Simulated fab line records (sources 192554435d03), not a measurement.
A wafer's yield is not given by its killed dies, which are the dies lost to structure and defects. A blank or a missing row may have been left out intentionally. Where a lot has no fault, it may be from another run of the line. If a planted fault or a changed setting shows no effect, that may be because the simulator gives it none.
Which tool was responsible?    flow n5Finfet    36 wafers from 12 lots sampled at 4 of the route's 1938 steps

== WHAT EACH GAUGE READ, for each wafer ==
N5_BEOL_M11_INSPECT_58: inspects for defects (darkfield). Usual: rawDefectCount at 75, with a standard deviation of 24.
lot   measured      on                rawDefectCount  flag
L601  day 10 17:05  defectInspect-01  58 48 69        
L604  day 10 18:43  defectInspect-02  81 80 50        
L602  day 10 19:06  defectInspect-01  87 108 90       
L606  day 11 23:30  defectInspect-01  42 97 79        
L608  day 12 06:37  defectInspect-02  38 59 60        
L609  day 12 11:29  defectInspect-01  44 61 74        
L615  day 14 02:40  defectInspect-01  57 139 135      
L618  day 14 08:59  defectInspect-01  60 78 74        
L622  day 15 13:12  defectInspect-01  78 61 52        
L620  day 15 13:38  defectInspect-02  76 57 48        
L623  day 16 01:45  defectInspect-02  71 71 89        
L624  day 16 04:45  defectInspect-02  87 66 97        

N5_BEOL_M12_THK_MEAS_01. Usual: M12_ILD_THK gives 660 nm (standard deviation 8.4).
lot   measured      on            M12_ILD_THK (nm)  flag
L601  day 10 17:16  filmMetro-02  657 668 668       
L604  day 10 18:53  filmMetro-01  656 644 666       
L602  day 10 19:16  filmMetro-02  655 668 662       
L606  day 11 23:40  filmMetro-01  656 663 666       
L608  day 12 06:47  filmMetro-01  654 665 675       
L609  day 12 11:39  filmMetro-01  660 667 679       
L615  day 14 02:50  filmMetro-02  650 661 663       
L618  day 14 09:16  filmMetro-01  664 663 659       
L622  day 15 13:22  filmMetro-02  656 650 666       
L620  day 15 13:48  filmMetro-02  656 661 668       
L623  day 16 01:55  filmMetro-01  650 647 659       
L624  day 16 04:55  filmMetro-02  654 649 660       

== EACH LOT AND THE TOOL THAT RAN IT (in order: tool; ch and the chambers of the sampled wafers; start) ==
lot   N5_BEOL_M11_SPUTTER_48       N5_BEOL_M11_DEP_56
L601  pvdSputter-03, day 10 15:40  pecvd-04 ch 1,2, day 10 17:00
L604  pvdSputter-02, day 10 17:43  pecvd-04 ch 0,2, day 10 18:37
L602  pvdSputter-01, day 10 18:08  pecvd-01 ch 0,1, day 10 19:01
L606  pvdSputter-01, day 11 22:15  pecvd-04 ch 0,1, day 11 23:25
L608  pvdSputter-03, day 12 05:39  pecvd-04 ch 0,2, day 12 06:32
L609  pvdSputter-01, day 12 10:19  pecvd-03 ch 0,1,2, day 12 11:23
L615  pvdSputter-03, day 14 01:27  pecvd-04 ch 0,1,2, day 14 02:23
L618  pvdSputter-03, day 14 07:31  pecvd-03 ch 0,1,2, day 14 08:41
L622  pvdSputter-03, day 15 11:50  pecvd-04 ch 1,2, day 15 13:07
L620  pvdSputter-03, day 15 12:03  pecvd-04 ch 0,1,2, day 15 13:32
L623  pvdSputter-02, day 16 00:47  pecvd-04 ch 0,1, day 16 01:40
L624  pvdSputter-02, day 16 03:42  pecvd-03 ch 0,2, day 16 04:40
- N5_BEOL_M11_SPUTTER_48: material Cu, target thk 12 nm, time 2 s.
- N5_BEOL_M11_DEP_56: deposits SiCN from 3MS/NH3, target thk 30 nm, time 10.5 s.

== AS READ BY THE TOOLS THEMSELVES (means over the sampled wafers that have a number; for cases with no such wafer, the mark the record gives instead) ==
N5_BEOL_M11_SPUTTER_48. Usual: throttleValvePct at 29.9 %, with a standard deviation of 1.4.
lot   tool           throttleValvePct (%)  flag
L601  pvdSputter-03  30.0                  
L604  pvdSputter-02  29.6                  
L602  pvdSputter-01  30.2                  
L606  pvdSputter-01  29.9                  
L608  pvdSputter-03  30.8                  
L609  pvdSputter-01  29.0                  
L615  pvdSputter-03  31.2                  
L618  pvdSputter-03  30.8                  
L622  pvdSputter-03  30.0                  
L620  pvdSputter-03  30.0                  
L623  pvdSputter-02  29.0                  
L624  pvdSputter-02  28.5                  

N5_BEOL_M11_DEP_56. Usual: showerheadPlenumPTorr 4.168 Torr, standard deviation 0.019; throttleValvePct 18.0 %, standard deviation 0.68.
lot   tool      showerheadPlenumPTorr (Torr)  throttleValvePct (%)  flag
L601  pecvd-04  4.177                         17.1                  
L604  pecvd-04  4.165                         17.5                  
L602  pecvd-01  4.163                         19.1                  
L606  pecvd-04  4.161                         17.9                  
L608  pecvd-04  4.158                         18.2                  
L609  pecvd-03  4.184                         18.0                  
L615  pecvd-04  4.167                         17.9                  
L618  pecvd-03  4.180                         18.0                  
L622  pecvd-04  4.173                         17.6                  
L620  pecvd-04  4.171                         17.9                  
L623  pecvd-04  4.158                         18.3                  
L624  pecvd-03  4.185                         17.8                  

== THE ANSWER, worked out from the rows above alone ==
Rule: a lot counts as off when the mean over its wafers that have a number is more than 3 standard deviations away from the usual mean. A lot without any number at a reading at which 4 lots or more have one is off too. All remaining lots with rows at the step are treated as sound. After the gauges, taken in route order, come the tools' own readings; for these a lot's mean is taken, as printed above. The first step at which some lot is off is used, and at that step the reading that is off furthest; a lot without a number counts as furthest.
Nothing can be told from this: no lot is off at any reading shown.

== WHAT THE SIMULATOR HAD PUT IN ==
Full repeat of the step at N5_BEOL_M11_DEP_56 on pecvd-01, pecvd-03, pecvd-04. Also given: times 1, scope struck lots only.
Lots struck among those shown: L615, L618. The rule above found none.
